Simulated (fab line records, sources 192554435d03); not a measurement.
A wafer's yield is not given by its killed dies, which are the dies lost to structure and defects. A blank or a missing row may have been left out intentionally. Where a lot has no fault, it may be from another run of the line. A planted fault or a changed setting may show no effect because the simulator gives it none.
Chamber matching || flow n5-finfet || N5_MOL_CONTACT_COAG_ALD_123 on ald-sin-02: 4 sister chambers
The step deposits SiNx, target thk 5 nm, pulse time 1 s, purge time 2 s. 4 wafers are shown with their chamber, then 11 later ones without.

WAFERS, EACH WITH ITS CHAMBER
{"wafer": "L083.3", "chamber": 1, "heater-power-w (W)": 902}
{"wafer": "L083.5", "chamber": 0, "heater-power-w (W)": 766}
{"wafer": "L085.6", "chamber": 2, "heater-power-w (W)": 846}
{"wafer": "L086.2", "chamber": 3, "heater-power-w (W)": 856}

WAFERS WITHOUT THEIR CHAMBER
{"wafer": "L086.5", "heater-power-w (W)": 852}
{"wafer": "L086.6", "heater-power-w (W)": 778}
{"wafer": "L089.1", "heater-power-w (W)": 849}
{"wafer": "L089.5", "heater-power-w (W)": 856}
{"wafer": "L089.6", "heater-power-w (W)": 792}
{"wafer": "L093.2", "heater-power-w (W)": 801}
{"wafer": "L093.3", "heater-power-w (W)": 853}
{"wafer": "L093.4", "heater-power-w (W)": 830}
{"wafer": "L097.3", "heater-power-w (W)": 875}
{"wafer": "L097.4", "heater-power-w (W)": 905}
{"wafer": "L097.5", "heater-power-w (W)": 826}

WHICH CHAMBER EACH WENT THROUGH
{"wafer": "L086.5", "from the rows above": "can't be placed: 3 or 2", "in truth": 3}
{"wafer": "L086.6", "from the rows above": 0, "in truth": 0}
{"wafer": "L089.1", "from the rows above": "can't be placed: 2 or 3", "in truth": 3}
{"wafer": "L089.5", "from the rows above": "can't be placed: 3 or 2", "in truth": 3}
{"wafer": "L089.6", "from the rows above": "can't be placed: 0 or 2", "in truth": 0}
{"wafer": "L093.2", "from the rows above": "can't be placed: 0 or 2 or 3", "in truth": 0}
{"wafer": "L093.3", "from the rows above": "can't be placed: 3 or 2", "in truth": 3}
{"wafer": "L093.4", "from the rows above": "can't be placed: 2 or 3", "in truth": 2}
{"wafer": "L097.3", "from the rows above": "can't be placed: 3 or 1 or 2", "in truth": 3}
{"wafer": "L097.4", "from the rows above": 1, "in truth": 1}
{"wafer": "L097.5", "from the rows above": "can't be placed: 2 or 3", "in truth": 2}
Correctly placed: 2 of 11. Unplaceable from these rows: 9, with the true chamber sitting among the candidates in 9. 0 placed wrongly.
How it was worked out, from the rows above alone: a wafer's distance from a chamber is the root of the sum, over the readings, of the square of ((its reading less the chamber's mean) divided by the reading's scatter). The wafer belongs to the nearest chamber; if the next one is less than 2 further off, it can't be placed. Each chamber's mean is taken over the wafers shown for it. The scatter: with one shown wafer a chamber, the root of the mean of the squares of how far each hidden wafer lies from its nearest shown one.
